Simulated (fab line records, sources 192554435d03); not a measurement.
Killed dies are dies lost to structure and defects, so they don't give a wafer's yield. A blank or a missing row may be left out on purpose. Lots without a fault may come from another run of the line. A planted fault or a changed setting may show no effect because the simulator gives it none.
A struck lot beside a sound one | flow n5_finfet | 18 steps out of a route of 1938
Sound: wafers L567.2, L567.3, L567.6. Struck: wafers L564.1, L564.3, L564.4. The cause comes at the end.
At each step with rows: each side's tool, then ch and its chambers, then its first start. Under that, the readings that differ: sound wafers | struck wafers | difference of the means | sigmas: that difference in standard deviations of wafers without a fault.
alike: readings whose means differ by less than 2 such deviations, and words and numbers that are the same on both sides. not compared: withheld readings, readings that some wafer has no value for, bounds like >300 that may hide the same value, and numbers for which the record gives no deviation and whose values overlap.
The two part at a step that has a row with sigmas, a row that says differs or no value, or rows on one side only. Numbers that don't overlap but have no deviation are shown without sigmas and don't part them. A reading that every wafer of one side lacks parts them only if that side has two wafers or more.

first, 9 steps without rows for these wafers: N5_BEOL_M11_DESCUM_16 (chemistry O2, time 7.9 s); N5_BEOL_M11_ETCH_61 (etches SiARC in CF4, target depth 39 nm, time 65 s); N5_BEOL_M11_ETCH_62 (etches SOC in N2/H2, target depth 110 nm, overetch 22 nm, time 165 s); N5_BEOL_M11_STRIP_68 (strips in N2/H2); N5_BEOL_M11_STRIP_67 (strips in CF4); N5_BEOL_M11_HM_OPEN_17 (chemistry Cl2/BCl3, target TiN, target depth 20 nm, overetch 6 nm); N5_BEOL_M11_STRIP_19 (strips in O2); N5_BEOL_M11_COAT_63 (time 60 s, resist thk 100 nm); N5_BEOL_M11_COAT_64 (time 60 s, resist thk 30 nm).
N5_BEOL_M11_COAT_22: resist thk 90 nm.
  sound on litho_track-03 ch 0, day 15 10:27; struck on litho_track-05 ch 0, day 14 18:31
  reading                                       | sound                | struck               | difference | sigmas
  spin_speed_rpm (rpm)                          | 1499.9 1500.8 1500.0 | 1255.0 1254.6 1254.6 | -245.5     | -99 or more
  model.CAR-ArF_of_BEOL_M11_COAT_22.thk_nm (nm) | 89.6 90 89.8         | 98.4 98 98.2         | +8.4       |
then, 6 steps without rows for these wafers: N5_BEOL_M11_EBR_24; N5_BEOL_M11_SOFTBAKE_23 (time 60 s); N5_BEOL_M11_EXPOSE_25 (exposes mask V10); N5_BEOL_M11_PEB_26 (peb time 60 s); N5_BEOL_M11_DEVELOP_27 (develop time 30 s); N5_BEOL_M11_DESCUM_33 (chemistry O2, time 7.9 s).
N5_BEOL_M11_ETCH_65: etches SiARC in CF4, target depth 39 nm, time 65 s.
  sound on rie_diel-04 ch 0,1,2, day 15 10:56; struck on rie_diel-03 ch 0,2,3, day 14 19:07
  reading                                       | sound        | struck         | difference | sigmas
  model.CAR-ArF_of_BEOL_M11_COAT_22.thk_nm (nm) | 55 55.4 55.2 | 63.8 63.6 63.6 | +8.5       |
  alike: drypump_motor_current_A, etch_rf_on_time_s, oes_product_au, rf_vpp_V, showerhead_plenum_p_Torr, throttle_valve_pct
  not compared: rf_hours_counter_h
then, 1 step without rows for these wafers: N5_BEOL_M11_ETCH_66 (etches SOC in N2/H2, target depth 120 nm, overetch 24 nm, time 180 s).

WHERE THEY PART
Only at N5_BEOL_M11_COAT_22, within this record. Later steps at which nothing parts them and some readings are alike: N5_BEOL_M11_ETCH_65.

WHY: what the simulator had put in
Process parameter drift: litho_track-05, from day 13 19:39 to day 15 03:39, at N5_BEOL_M11_COAT_22. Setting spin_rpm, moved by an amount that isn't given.
